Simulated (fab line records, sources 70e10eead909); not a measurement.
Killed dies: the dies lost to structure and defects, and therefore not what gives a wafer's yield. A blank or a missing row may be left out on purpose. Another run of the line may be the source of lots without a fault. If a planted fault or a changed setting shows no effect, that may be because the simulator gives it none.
Which tool was responsible?	flow nand-harc	72 wafers from 24 lots sampled at 5 of the route's 1302 steps

WHAT EACH GAUGE READ, for each wafer
NHARC_P_M0_INSPECT_27.
lot	measured	on	raw-defect-count
L074	day 6 08:13	defect-inspect-01	294 219 334
L075	day 6 12:50	defect-inspect-02	192 151 153
L076	day 6 22:04	defect-inspect-01	247 291 285
L077	day 7 08:46	defect-inspect-01	412 148 367
L078	day 8 02:50	defect-inspect-02	272 259 369
L079	day 8 05:56	defect-inspect-02	117 132 95
L080	day 8 18:07	defect-inspect-01	168 315 282
L081	day 9 01:25	defect-inspect-01	322 246 298
L082	day 9 17:04	defect-inspect-01	522 306 280
L083	day 9 17:23	defect-inspect-01	288 223 267
L084	day 10 13:22	defect-inspect-01	334 462 460
L085	day 11 01:32	defect-inspect-02	291 122 169
L086	day 11 03:56	defect-inspect-01	235 250 237
L087	day 11 14:07	defect-inspect-02	127 312 188
L089	day 12 04:59	defect-inspect-01	256 293 199
L088	day 12 06:00	defect-inspect-01	355 217 270
L090	day 13 05:11	defect-inspect-01	279 242 150
L091	day 13 07:19	defect-inspect-01	206 291 210
L092	day 14 00:28	defect-inspect-02	209 219 123
L093	day 14 09:14	defect-inspect-02	143 179 394
L095	day 14 19:24	defect-inspect-02	502 468 520
L094	day 14 20:37	defect-inspect-01	296 207 519
L096	day 15 06:03	defect-inspect-02	321 472 632
L097	day 15 20:07	defect-inspect-01	367 310 224

NHARC_P_M1_THK_MEAS_24: measures by xrf.
lot	measured	on	thk-nm (nm)
L074	day 6 12:05	film-metro-02	153.7 156.5 156.0
L075	day 6 17:01	film-metro-01	158.7 157.4 158.2
L076	day 7 02:02	film-metro-01	156.1 156.9 157.7
L077	day 7 12:39	film-metro-01	156.0 156.8 156.4
L078	day 8 06:50	film-metro-02	156.5 156.2 157.6
L079	day 8 10:01	film-metro-02	157.2 156.5 156.8
L080	day 8 21:59	film-metro-01	157.4 158.1 158.7
L081	day 9 05:38	film-metro-01	155.1 156.1 158.4
L082	day 9 21:14	film-metro-01	159.6 158.6 159.3
L083	day 9 21:23	film-metro-02	156.4 157.8 156.0
L084	day 10 17:46	film-metro-02	156.5 157.9 157.3
L085	day 11 05:25	film-metro-01	157.8 158.3 156.0
L086	day 11 08:01	film-metro-01	157.6 155.1 157.1
L087	day 11 18:07	film-metro-01	156.5 157.2 157.4
L089	day 12 08:56	film-metro-01	157.6 158.8 159.3
L088	day 12 10:11	film-metro-02	157.6 154.9 156.4
L090	day 13 09:04	film-metro-01	157.4 158.3 156.2
L091	day 13 11:35	film-metro-01	158.0 157.4 156.7
L092	day 14 04:27	film-metro-02	158.2 155.2 155.3
L093	day 14 13:05	film-metro-02	159.1 158.7 158.0
L095	day 14 23:24	film-metro-01	156.1 157.2 156.6
L094	day 15 00:38	film-metro-01	156.9 157.5 156.9
L096	day 15 10:03	film-metro-01	159.3 160.0 158.5
L097	day 16 00:19	film-metro-02	157.9 157.1 157.8

WHAT TOOL EACH LOT RAN ON (gives the tool, then ch and the chambers of the sampled wafers, and finally the start)
lot	NHARC_P_M1_STRIP_18	NHARC_P_M1_PRE_CLEAN_30	NHARC_P_M1_PVD_21
L074	rie-diel-12 ch 1,2,3, day 6 10:06	pvd-sputter-03, day 6 12:05 or earlier	pvd-sputter-03, day 6 12:05 or earlier
L075	rie-diel-13 ch 2,3, day 6 14:56	pvd-sputter-01, day 6 17:01 or earlier	pvd-sputter-01, day 6 17:01 or earlier
L076	rie-diel-05 ch 0,1,2, day 6 23:59	pvd-sputter-03, day 7 02:02 or earlier	pvd-sputter-03, day 7 02:02 or earlier
L077	rie-diel-13 ch 0,3, day 7 10:37	pvd-sputter-01, day 7 12:39 or earlier	pvd-sputter-01, day 7 12:39 or earlier
L078	rie-diel-12 ch 1,2, day 8 04:47	pvd-sputter-01, day 8 06:50 or earlier	pvd-sputter-01, day 8 06:50 or earlier
L079	rie-diel-13 ch 0,1,3, day 8 07:58	pvd-sputter-01, day 8 10:01 or earlier	pvd-sputter-01, day 8 10:01 or earlier
L080	rie-diel-13 ch 0,2,3, day 8 19:58	pvd-sputter-01, day 8 21:59 or earlier	pvd-sputter-01, day 8 21:59 or earlier
L081	rie-diel-12 ch 2,3, day 9 03:36	pvd-sputter-01, day 9 05:38 or earlier	pvd-sputter-01, day 9 05:38 or earlier
L082	rie-diel-13 ch 0,1,2, day 9 19:11	pvd-sputter-02, day 9 21:14 or earlier	pvd-sputter-02, day 9 21:14 or earlier
L083	rie-diel-05 ch 0,3, day 9 19:20	pvd-sputter-01, day 9 21:23 or earlier	pvd-sputter-01, day 9 21:23 or earlier
L084	rie-diel-12 ch 2,3, day 10 15:22	pvd-sputter-03, day 10 17:46 or earlier	pvd-sputter-03, day 10 17:46 or earlier
L085	rie-diel-13 ch 0,1,3, day 11 03:26	pvd-sputter-01, day 11 05:25 or earlier	pvd-sputter-01, day 11 05:25 or earlier
L086	rie-diel-13 ch 1,2,3, day 11 05:48	pvd-sputter-02, day 11 08:01 or earlier	pvd-sputter-02, day 11 08:01 or earlier
L087	rie-diel-13 ch 0,3, day 11 16:05	pvd-sputter-03, day 11 18:07 or earlier	pvd-sputter-03, day 11 18:07 or earlier
L089	rie-diel-05 ch 0,3, day 12 06:49	pvd-sputter-03, day 12 08:56 or earlier	pvd-sputter-03, day 12 08:56 or earlier
L088	rie-diel-13 ch 0,1,3, day 12 08:10	pvd-sputter-03, day 12 10:11 or earlier	pvd-sputter-03, day 12 10:11 or earlier
L090	rie-diel-12 ch 1,2,3, day 13 07:02	pvd-sputter-03, day 13 09:04 or earlier	pvd-sputter-03, day 13 09:04 or earlier
L091	rie-diel-12 ch 1,2,3, day 13 09:36	pvd-sputter-03, day 13 11:35 or earlier	pvd-sputter-03, day 13 11:35 or earlier
L092	rie-diel-12 ch 0,1,3, day 14 02:27	pvd-sputter-01, day 14 04:27 or earlier	pvd-sputter-01, day 14 04:27 or earlier
L093	rie-diel-12 ch 2,3, day 14 11:02	pvd-sputter-03, day 14 13:05 or earlier	pvd-sputter-03, day 14 13:05 or earlier
L095	rie-diel-13 ch 0,2, day 14 21:23	pvd-sputter-03, day 14 23:24 or earlier	pvd-sputter-03, day 14 23:24 or earlier
L094	rie-diel-05 ch 0,1, day 14 22:37	pvd-sputter-02, day 15 00:38 or earlier	pvd-sputter-02, day 15 00:38 or earlier
L096	rie-diel-12 ch 0,2, day 15 08:01	pvd-sputter-01, day 15 10:03 or earlier	pvd-sputter-01, day 15 10:03 or earlier
L097	rie-diel-05 ch 1,2,3, day 15 22:16	pvd-sputter-03, day 16 00:19 or earlier	pvd-sputter-03, day 16 00:19 or earlier
- NHARC_P_M1_STRIP_18: strips in N2/H2.
- NHARC_P_M1_PRE_CLEAN_30: time 30 s.
- NHARC_P_M1_PVD_21: deposits Cu, target thk 30 nm, time 20.49 s.

AS READ BY THE TOOLS THEMSELVES (means over the sampled wafers that have a number; for cases with no such wafer, the mark the record gives instead)
NHARC_P_M1_STRIP_18.
lot	tool	drypump-motor-current-A (A)	oes-product-au (a.u.)	rf-vpp-V (V)	showerhead-plenum-p-Torr (Torr)	throttle-valve-pct (%)
L074	rie-diel-12	5.7	0.990	89.6	2.00	14.169
L075	rie-diel-13	5.2	1.009	89.7	1.95	14.170
L076	rie-diel-05	5.4	0.999	91.3	2.08	14.162
L077	rie-diel-13	5.5	1.007	89.8	1.94	14.168
L078	rie-diel-12	5.3	1.002	90.1	2.01	14.175
L079	rie-diel-13	5.5	1.005	89.5	1.97	14.167
L080	rie-diel-13	5.7	1.014	90.8	1.95	14.173
L081	rie-diel-12	5.8	0.995	90.5	1.99	14.169
L082	rie-diel-13	5.8	1.003	90.2	1.99	14.172
L083	rie-diel-05	5.3	0.999	90.7	2.03	14.176
L084	rie-diel-12	5.8	0.992	90.7	1.99	14.173
L085	rie-diel-13	5.5	1.006	90.1	1.97	14.175
L086	rie-diel-13	5.2	0.996	89.1	1.98	14.176
L087	rie-diel-13	6.0	1.001	89.1	1.94	14.172
L089	rie-diel-05	5.3	1.000	90.7	2.06	14.174
L088	rie-diel-13	5.5	1.012	89.7	1.97	14.165
L090	rie-diel-12	5.6	0.993	89.3	2.00	14.176
L091	rie-diel-12	5.7	0.986	90.3	1.99	14.166
L092	rie-diel-12	5.9	1.001	90.8	2.03	14.172
L093	rie-diel-12	5.8	0.993	90.9	1.98	14.166
L095	rie-diel-13	6.0	1.003	89.8	1.97	14.174
L094	rie-diel-05	5.8	1.001	90.1	1.98	14.170
L096	rie-diel-12	6.2	0.996	90.9	2.08	14.176
L097	rie-diel-05	5.5	0.991	90.9	2.02	14.175

NHARC_P_M1_PRE_CLEAN_30.
lot	tool	heater-power-w (W)
L074	pvd-sputter-03	384
L075	pvd-sputter-01	403
L076	pvd-sputter-03	392
L077	pvd-sputter-01	395
L078	pvd-sputter-01	404
L079	pvd-sputter-01	382
L080	pvd-sputter-01	393
L081	pvd-sputter-01	383
L082	pvd-sputter-02	410
L083	pvd-sputter-01	400
L084	pvd-sputter-03	400
L085	pvd-sputter-01	402
L086	pvd-sputter-02	367
L087	pvd-sputter-03	370
L089	pvd-sputter-03	414
L088	pvd-sputter-03	398
L090	pvd-sputter-03	405
L091	pvd-sputter-03	406
L092	pvd-sputter-01	411
L093	pvd-sputter-03	395
L095	pvd-sputter-03	368
L094	pvd-sputter-02	407
L096	pvd-sputter-01	389
L097	pvd-sputter-03	410

NHARC_P_M1_PVD_21.
lot	tool	throttle-valve-pct (%)
L074	pvd-sputter-03	29.1
L075	pvd-sputter-01	29.4
L076	pvd-sputter-03	29.3
L077	pvd-sputter-01	30.2
L078	pvd-sputter-01	29.6
L079	pvd-sputter-01	29.5
L080	pvd-sputter-01	30.1
L081	pvd-sputter-01	30.6
L082	pvd-sputter-02	31.0
L083	pvd-sputter-01	30.0
L084	pvd-sputter-03	29.8
L085	pvd-sputter-01	28.8
L086	pvd-sputter-02	31.6
L087	pvd-sputter-03	29.9
L089	pvd-sputter-03	29.7
L088	pvd-sputter-03	30.1
L090	pvd-sputter-03	29.7
L091	pvd-sputter-03	30.0
L092	pvd-sputter-01	30.0
L093	pvd-sputter-03	29.7
L095	pvd-sputter-03	29.5
L094	pvd-sputter-02	31.1
L096	pvd-sputter-01	29.5
L097	pvd-sputter-03	29.2

THE ANSWER, worked out from the rows above alone
Rule: the usual values come from the lots themselves. Put in order of their means at a reading, lots are off if they are a third of the lots or fewer, leave a main group of 4 or more, and stand apart from it by a gap of 3 or more times the standard deviation of the main group's means; of several such gaps the widest counts. If all means in a main group match to the digits the tables above print for the reading, that group is not used. Also off: a lot with no number at a reading for which 4 or more lots have one. Any other lot the step has rows for is counted as sound. Order of review: gauges by route order, followed by the tools' own readings, for which a lot's mean as printed above is used. At the first step where some lot is off, the reading lying furthest off is the one used; lots without a number count as furthest.
No lot is off on any of the readings shown, so nothing can be concluded from this.

WHAT THE SIMULATOR HAD PUT IN
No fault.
